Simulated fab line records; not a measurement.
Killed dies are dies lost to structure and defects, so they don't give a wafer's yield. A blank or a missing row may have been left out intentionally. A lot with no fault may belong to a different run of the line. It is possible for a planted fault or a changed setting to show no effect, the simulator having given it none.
A lot that was struck, set against a sound lot | flow n5-finfet | 15 steps out of a route of 1938
Sound: wafers L400.1, L400.2, L400.4. Struck: wafer L413.2 (left out: L413.3, L413.5 of the same lot, which were not struck); the cause appears at the end.
Each step with rows lists, per side, the tool, then ch with its chambers, then its first start. Under that, the readings that differ: sound wafers | struck wafers | difference of the means | sigmas: that difference in standard deviations of wafers without a fault.
alike: a reading whose means differ by less than 2 such deviations, as well as words and numbers matching on both sides. not compared: withheld readings; readings where some wafer has no value; bounds like >300 that might hide an equal value; numbers whose values overlap and for which the record gives no deviation.
The two part at a step that has a row with sigmas, a row that says differs or no value, or rows on one side only. Non-overlapping numbers with no deviation appear without sigmas and do not part them. A reading missing from all wafers of one side parts the sides only when that side holds two or more wafers.

first, 8 steps without rows for these wafers: N5_BEOL_M7_COAT_59 (time 60 s, resist thk 100 nm); N5_BEOL_M7_COAT_60 (time 60 s, resist thk 35 nm); N5_BEOL_M7_COAT_05 (resist thk 90 nm); N5_BEOL_M7_EBR_07; N5_BEOL_M7_SOFTBAKE_06 (time 60 s); N5_BEOL_M7_EXPOSE_08 (exposes mask M7); N5_BEOL_M7_PEB_09 (peb time 60 s); N5_BEOL_M7_DEVELOP_10 (develop time 30 s).
N5_BEOL_M7_CD_MEAS_11 targets a cd of 38.5 nm.
  sound on cd-sem-03 ch 0, day 9 08:11; struck on cd-sem-02 ch 0, day 12 23:29
  alike: cd-nm
N5_BEOL_M7_OVL_MEAS_12:
  sound on overlay-02 ch 0, day 9 08:13; struck on overlay-02 ch 0, day 12 23:31
  alike: M7_OVL
N5_BEOL_M7_INSPECT_13: inspects for defects (brightfield).
  sound on defect-inspect-02, day 9 08:14; struck on defect-inspect-02, day 12 23:32
  alike: raw-defect-count
N5_BEOL_M7_DESCUM_16: chemistry O2, time 7.9 s.
  sound on rie-diel-06 ch 0,1,3, day 9 08:16; struck on rie-diel-06 ch 3, day 12 23:34
  alike: drypump-motor-current-A, oes-product-au, rf-vpp-V, showerhead-plenum-p-Torr, throttle-valve-pct
  not compared: rf-hours-counter-h
N5_BEOL_M7_ETCH_61: etches SiARC in CF4, target depth 45.5 nm, time 75.8 s.
  sound on rie-diel-06 ch 0,1,3, day 9 08:18; struck on rie-diel-06 ch 3, day 12 23:36
  reading               | sound    | struck | difference | sigmas
  etch-rf-on-time-s (s) | 73 77 73 | 137    | +63        | +21
  alike: drypump-motor-current-A, oes-product-au, rf-vpp-V, showerhead-plenum-p-Torr, throttle-valve-pct
  not compared: rf-hours-counter-h
N5_BEOL_M7_ETCH_62: etches SOC in N2/H2, target depth 110 nm, overetch 22 nm, time 165 s.
  sound on rie-diel-06 ch 0,1,3, day 9 08:22; struck on rie-diel-06 ch 3, day 12 23:40
  alike: drypump-motor-current-A, oes-product-au, rf-vpp-V, showerhead-plenum-p-Torr, throttle-valve-pct
  not compared: rf-hours-counter-h
-- record jumps: 3 days separate the struck wafers' starts on either side; left off in module BEOL_M7, taken up again in module PASSIVATION, whose first shown step is the route's number 1936 --
N5_PASSIVATION_PROBE_49:
  sound on prober-01, day 12 17:35; struck on prober-01, day 16 10:02
  reading            | sound  | struck | difference | sigmas
  killed-at-contacts | 3 13 8 | 31     | +23        | +4
  alike: defect-limited-yield, killed_at_M0_to_M3, killed_at_M4_up, killed-at-front-end, killed-at-other, killed-dies, killed-on-rim, killed-open, killed-short, sort_bin_5_function, sort_bin_6_memory, sort-n-pass, sort-yield-pct

## WHERE THEY PART
Earliest at N5_BEOL_M7_ETCH_61; latest, in this record, at N5_PASSIVATION_PROBE_49.

WHY: whatever the simulator had introduced
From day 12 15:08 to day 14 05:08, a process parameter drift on rie-diel-06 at N5_BEOL_M7_ETCH_61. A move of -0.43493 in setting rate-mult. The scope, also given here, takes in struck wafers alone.
